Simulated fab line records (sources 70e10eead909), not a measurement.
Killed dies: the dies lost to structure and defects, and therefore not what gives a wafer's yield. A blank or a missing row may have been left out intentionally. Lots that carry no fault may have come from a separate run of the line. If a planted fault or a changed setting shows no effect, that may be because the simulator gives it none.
Chamber matching	flow nand harc	4 sister chambers for NHARC_P_GATE_DESCUM_93 on rie diel-02
The step chemistry O2, time 3 s. 8 wafers are shown with their chamber, then 9 later ones without.

## EACH WAFER AND ITS CHAMBER
wafer	chamber	oes product au (a.u.)	throttle valve pct (%)
L084.3	1	0.990	11.325
L085.4	1	0.990	11.331
L087.6	3	1.028	11.317
L090.4	0	1.000	11.318
L090.5	3	1.026	11.315
L091.1	2	0.988	11.304
L091.4	0	1.000	11.318
L091.5	2	0.999	11.301

## WAFERS WITH NO CHAMBER GIVEN
wafer	oes product au (a.u.)	throttle valve pct (%)
L093.2	1.004	11.294
L093.3	0.992	11.313
L093.6	1.004	11.313
L094.4	1.009	11.302
L094.5	1.005	11.318
L094.6	0.999	11.312
L095.2	1.018	11.316
L095.3	0.999	11.304
L095.6	1.003	11.325

## CHAMBER TAKEN BY EACH
wafer	from the rows above	in truth
L093.2	2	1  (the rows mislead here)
L093.3	can't be placed: 0 or 2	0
L093.6	0	0
L094.4	2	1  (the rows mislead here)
L094.5	0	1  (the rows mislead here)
L094.6	can't be placed: 0 or 2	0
L095.2	3	3
L095.3	2	2
L095.6	can't be placed: 0 or 1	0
Correctly placed: 3 of 9. These rows do not allow placing 3 (true chamber among the candidates in 3). Wrongly placed: 3.
How it was worked out, from the rows above alone: a wafer's distance from a chamber is the root of the sum, over the readings, of the square of ((its reading less the chamber's mean) divided by the reading's scatter). If the next closest chamber is less than 2 further off than the closest, the wafer can't be placed; otherwise it belongs to the closest. A chamber's mean is the mean of its shown wafers. How the scatter is found: for the shown wafers, subtract from each reading the mean of its chamber, square and add these, divide the total by (wafers less chambers), then take the root.
